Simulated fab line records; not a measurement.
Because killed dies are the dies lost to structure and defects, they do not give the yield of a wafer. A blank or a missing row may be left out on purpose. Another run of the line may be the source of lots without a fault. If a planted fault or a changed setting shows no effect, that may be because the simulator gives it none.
Chamber matching || flow n5-finfet || N5_MOL_CONTACT_COAG_ETCH_110 on rie-diel-01: 4 sister chambers
The step etches Si in CF4/O2, target depth 2.5 nm, time 8 s. 4 wafers are shown with their chamber, then 7 later ones without.

== WAFERS WITH THEIR CHAMBER ==
{"wafer": "L083.5", "chamber": 3, "drypump-motor-current-A (A)": 6.1}
{"wafer": "L085.2", "chamber": 1, "drypump-motor-current-A (A)": 6.3}
{"wafer": "L090.1", "chamber": 0, "drypump-motor-current-A (A)": 4.8}
{"wafer": "L090.2", "chamber": 2, "drypump-motor-current-A (A)": 5.8}

== WAFERS MISSING THEIR CHAMBER ==
{"wafer": "L090.6", "drypump-motor-current-A (A)": 6.1}
{"wafer": "L094.1", "drypump-motor-current-A (A)": 6.1}
{"wafer": "L094.2", "drypump-motor-current-A (A)": 4.9}
{"wafer": "L094.4", "drypump-motor-current-A (A)": 5.7}
{"wafer": "L097.2", "drypump-motor-current-A (A)": 6.0}
{"wafer": "L097.3", "drypump-motor-current-A (A)": 4.8}
{"wafer": "L097.6", "drypump-motor-current-A (A)": 5.8}

== CHAMBER TAKEN BY EACH ==
{"wafer": "L090.6", "from the rows above": 3, "in truth": 3}
{"wafer": "L094.1", "from the rows above": 3, "in truth": 3}
{"wafer": "L094.2", "from the rows above": 0, "in truth": 0}
{"wafer": "L094.4", "from the rows above": 2, "in truth": 2}
{"wafer": "L097.2", "from the rows above": "can't be placed: 3 or 2", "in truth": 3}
{"wafer": "L097.3", "from the rows above": 0, "in truth": 0}
{"wafer": "L097.6", "from the rows above": 2, "in truth": 2}
Placed correctly: 6 of 7. Can't be placed from these rows: 1 (the true chamber is among the candidates in 1). Placed wrongly: 0.
How it was worked out, from the rows above alone: a wafer's distance from a chamber is the root of the sum, over the readings, of the square of ((its reading less the chamber's mean) divided by the reading's scatter). If the next closest chamber is less than 2 further off than the closest, the wafer can't be placed; otherwise it belongs to the closest. The mean given for a chamber averages the wafers shown for that chamber. The scatter: root of mean squared gap, hidden wafer to nearest shown wafer, with one shown wafer a chamber.
